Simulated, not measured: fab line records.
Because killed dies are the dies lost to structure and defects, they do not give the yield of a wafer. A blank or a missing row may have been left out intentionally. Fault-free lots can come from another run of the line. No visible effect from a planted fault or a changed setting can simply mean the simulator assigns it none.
Split-lot experiment    flow n5-finfet    7 lots, 39 wafers read, on a route of 1938 steps

## THE SPLIT
At N5_DUMMY_GATE_ETCH_31 (etches SiO2 in C4F6/O2, target depth 82.5 nm, time 27.5 s), the setting target-depth-a was moved away from the recipe's 825 angstrom on 15 of the 39 wafers read, by -7.5% to +6.0%. For the rest of the wafers, this setting stayed at what the recipe calls for.

The reading comes from the split's own step.

## THE READING
etch.depth-nm (the simulator's own value, which no gauge read), in nm, at N5_DUMMY_GATE_ETCH_31 (etches SiO2 in C4F6/O2, target depth 82.5 nm, time 27.5 s). There is no usual value for it anywhere in the file. Average 82.41 nm, standard deviation 1.4 nm, over the 24 wafers here run with the recipe.

wafer   tool, chamber at the split  target-depth-a as run, angstrom  against the recipe  etch.depth-nm, nm  against lot-mates on the recipe
L074.1  rie-diel-06, 1              825                              recipe              81.58              -
L074.4  rie-diel-06, 2              825                              recipe              84.75              -
L074.6  rie-diel-06, 1              825                              recipe              81.05              -
L078.1  rie-diel-05, 1              763.3                            -7.5%               77.3               -5.61
L078.2  rie-diel-05, 0              763.3                            -7.5%               76.2               -6.71
L078.3  rie-diel-05, 3              825                              recipe              82.84              -
L078.4  rie-diel-05, 2              825                              recipe              83.72              -
L078.5  rie-diel-05, 0              763.3                            -7.5%               76.47              -6.44
L078.6  rie-diel-05, 3              825                              recipe              82.18              -
L079.1  rie-diel-05, 3              825                              recipe              82.65              -
L079.2  rie-diel-05, 0              784.6                            -4.9%               77.64              -4.91
L079.3  rie-diel-05, 2              784.6                            -4.9%               79.25              -3.30
L079.4  rie-diel-05, 1              825                              recipe              83.33              -
L079.5  rie-diel-05, 1              784.6                            -4.9%               79.4               -3.15
L079.6  rie-diel-05, 0              825                              recipe              81.66              -
L082.1  rie-diel-06, 2              825                              recipe              83.79              -
L082.2  rie-diel-06, 3              825                              recipe              81.38              -
L082.3  rie-diel-06, 0              825                              recipe              79.82              -
L082.4  rie-diel-06, 1              825                              recipe              80.68              -
L082.5  rie-diel-06, 2              825                              recipe              83.83              -
L082.6  rie-diel-06, 3              825                              recipe              81.62              -
L091.1  rie-diel-01, 0              776.4                            -5.9%               77.19              -5.76
L091.2  rie-diel-01, 3              825                              recipe              83.48              -
L091.3  rie-diel-01, 1              825                              recipe              80.08              -
L091.4  rie-diel-01, 2              776.4                            -5.9%               79.9               -3.05
L091.5  rie-diel-01, 3              776.4                            -5.9%               77.95              -5.00
L091.6  rie-diel-01, 2              825                              recipe              85.3               -
L094.1  rie-diel-05, 2              825                              recipe              83.9               -
L094.2  rie-diel-05, 0              825                              recipe              81.2               -
L094.3  rie-diel-05, 3              825                              recipe              81.63              -
L094.4  rie-diel-05, 1              863.1                            +4.6%               87.09              +4.85
L094.5  rie-diel-05, 0              863.1                            +4.6%               85.26              +3.02
L094.6  rie-diel-05, 1              863.1                            +4.6%               86.66              +4.42
L095.1  rie-diel-05, 1              825                              recipe              83.29              -
L095.2  rie-diel-05, 2              874.9                            +6.0%               88.32              +5.87
L095.3  rie-diel-05, 3              825                              recipe              82.25              -
L095.4  rie-diel-05, 0              825                              recipe              81.8               -
L095.5  rie-diel-05, 1              874.9                            +6.0%               88.66              +6.21
L095.6  rie-diel-05, 0              874.9                            +6.0%               87.23              +4.78

FIT RESULTS
A straight line over all 39 wafers: etch.depth-nm changes by +0.803 nm for each +1% of target-depth-a; r = +0.92; the points scatter about the line by 1.3 nm.
The same after taking each lot's own level away (the mean of its wafers on the recipe; 39 wafers): +0.848 nm for each +1%; r = +0.93; scatter 1.2 nm.
That fit puts the effect of the largest move of target-depth-a on the reading at 6.3 nm.
Across the lots, their own levels run from 81.853 to 82.953 nm, a range of 0.8 times the standard deviation given above.
Consequently the slope shifts little with the lot-to-lot level, the two slopes agreeing.
Check: -6.31 nm against its lot-mates is what the line predicts for one of the wafers moved furthest among these (-7.5%) when that wafer is left out of the fit. It came out at -5.61 nm against them.

## OTHER SPLITS APPLIED TO THESE WAFERS
Before the reading, these wafers also passed through other splits. Each is held against what the fit with the lots' levels taken away leaves over:
other split on the same wafers   wafers away from the commonest value  r with etch.depth-nm (lot level and that fit taken away)
N5_FIN_CUT_ETCH_21 time-s        15                                    +0.07
N5_DUMMY_GATE_EXPOSE_12 dose-mj  12                                    +0.02

## FILE'S OWN FIT
etch.depth-nm changes by +0.842 nm for each +1% of target-depth-a, r = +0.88.
